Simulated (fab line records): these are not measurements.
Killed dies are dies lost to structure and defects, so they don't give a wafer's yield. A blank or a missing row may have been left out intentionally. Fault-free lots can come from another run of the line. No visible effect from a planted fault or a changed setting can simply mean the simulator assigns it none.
Matching of chambers :: flow nandHarc :: NHARC_P_CONTACT_ALD_22 on aldMetal-01: 4 sister chambers
The step deposits TiN, target thk 3 nm, pulse time 1 s, ald cycles 150. 4 wafers are shown with their chamber, then 9 later ones without.

== WAFERS PAIRED WITH THEIR CHAMBERS ==
wafer: L087.4
chamber: 3
heaterPowerW (W): 1076

wafer: L088.1
chamber: 2
heaterPowerW (W): 1046

wafer: L088.3
chamber: 0
heaterPowerW (W): 1034

wafer: L088.4
chamber: 1
heaterPowerW (W): 1087

== WAFERS WHOSE CHAMBER IS MISSING ==
wafer: L090.1
heaterPowerW (W): 1057

wafer: L090.3
heaterPowerW (W): 1071

wafer: L090.4
heaterPowerW (W): 1031

wafer: L092.1
heaterPowerW (W): 1031

wafer: L092.2
heaterPowerW (W): 1098

wafer: L092.5
heaterPowerW (W): 1037

wafer: L094.1
heaterPowerW (W): 1029

wafer: L094.2
heaterPowerW (W): 1066

wafer: L094.5
heaterPowerW (W): 1055

== WHICH CHAMBER EACH WENT THROUGH ==
wafer: L090.1
from the rows above: can't be placed: 2 or 3 or 0
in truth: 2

wafer: L090.3
from the rows above: can't be placed: 3 or 1
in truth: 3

wafer: L090.4
from the rows above: can't be placed: 0 or 2
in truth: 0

wafer: L092.1
from the rows above: can't be placed: 0 or 2
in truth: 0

wafer: L092.2
from the rows above: can't be placed: 1 or 3
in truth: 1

wafer: L092.5
from the rows above: can't be placed: 0 or 2
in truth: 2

wafer: L094.1
from the rows above: can't be placed: 0 or 2
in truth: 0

wafer: L094.2
from the rows above: can't be placed: 3 or 2 or 1
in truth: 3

wafer: L094.5
from the rows above: can't be placed: 2 or 0 or 3
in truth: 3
Correct placement for 0 of the 9. These rows do not allow placing 9 (true chamber among the candidates in 9). Placed wrongly: 0.
How it was worked out, from the rows above alone: a wafer's distance from a chamber is the root of the sum, over the readings, of the square of ((its reading less the chamber's mean) divided by the reading's scatter). If the next closest chamber is less than 2 further off than the closest, the wafer can't be placed; otherwise it belongs to the closest. A chamber's mean is the mean of its shown wafers. The scatter: root of mean squared gap, hidden wafer to nearest shown wafer, with one shown wafer a chamber.
